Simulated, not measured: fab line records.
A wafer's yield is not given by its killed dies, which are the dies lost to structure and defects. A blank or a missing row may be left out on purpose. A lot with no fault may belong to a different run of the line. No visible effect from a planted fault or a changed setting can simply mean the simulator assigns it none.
2 desks looking at one fault :: flow n5 finfet :: numbers are kept per desk, each desk with only its own; the story behind them comes last

## TOOL OWNER'S DESK, litho track-04
The tool's own readings at N5_BEOL_M3_COAT_61 (time 60 s, resist thk 60 nm): means of the sampled wafers that have a number, for each lot that ran on this tool. Any lot whose mean is over 4 standard deviations away from the usual mean is out of limits and marked OUT; that distance is given in the brackets.
Columns: A = spin speed rpm at N5_BEOL_M3_COAT_61, usual 1499.8 rpm
lot: L104
first seen here: day 8 18:48
A: 1498.9

lot: L115
first seen here: day 10 09:41
A: 1297.0 (-99 or more) OUT

lot: L112
first seen here: day 11 01:45
A: 1297.9 (-99 or more) OUT

lot: L124
first seen here: day 14 09:39
A: 1499.4
This desk's verdict: out of limits on L112, L115, starting with L115 at day 10 09:41 (spin speed rpm at N5_BEOL_M3_COAT_61). L104, L124: within limits.

## METROLOGY DESK
What the gauges read, lot by lot, whatever tool the lot ran on: means of the sampled wafers that have a number. Any lot whose mean is over 4 standard deviations away from the usual mean is out of limits and marked OUT; that distance is given in the brackets. It has 10 readings; the 7 that lie furthest out on some lot are the ones shown.
Columns: A = DIBL_N at N5_BEOL_M4_RC_MEAS_101, usual 36.1 mV/V; B = DIBL_P at N5_BEOL_M4_RC_MEAS_101, usual 36 mV/V; C = IOFF_N at N5_BEOL_M4_RC_MEAS_101, usual 0.16 nA/um; D = ION_N at N5_BEOL_M4_RC_MEAS_101, usual 674 uA/um; E = ION_P at N5_BEOL_M4_RC_MEAS_101, usual 462 uA/um; F = VT_N at N5_BEOL_M4_RC_MEAS_101, usual 249 mV; G = VT_P at N5_BEOL_M4_RC_MEAS_101, usual -250 mV
lot: L104
first seen here: day 12 07:42
A: 35.3
B: 37
C: 0.15
D: 673
E: 465
F: 249
G: -248

lot: L115
first seen here: day 13 09:08
A: 35.5
B: 35
C: 0.14
D: 669
E: 463
F: 252
G: -252

lot: L112
first seen here: day 14 01:27
A: 32.4
B: 32
C: 0.11
D: 651
E: 453
F: 256
G: -252

lot: L124
first seen here: day 17 05:08
A: 35.9
B: 38
C: 0.19
D: 679
E: 469
F: 246
G: -246
This desk's finding: nothing out of limits on any of the 4 lots.

## TAKEN TOGETHER
The tool owner's desk had the chance to raise an alarm at day 10 09:41 on L112, L115.
The metrology desk saw nothing out of limits.
The metrology desk has L112, L115 on record, within its limits.
Every lot named ran N5_BEOL_M3_COAT_61 on litho track-04.

## WHAT THE SIMULATOR HAD PUT IN
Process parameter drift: litho track-04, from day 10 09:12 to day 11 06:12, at N5_BEOL_M3_COAT_61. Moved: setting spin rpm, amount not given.
Struck lots among those shown: L112, L115.
Delay in hours, fault start to first out-of-limits reading, by desk: the tool owner's desk at 0.
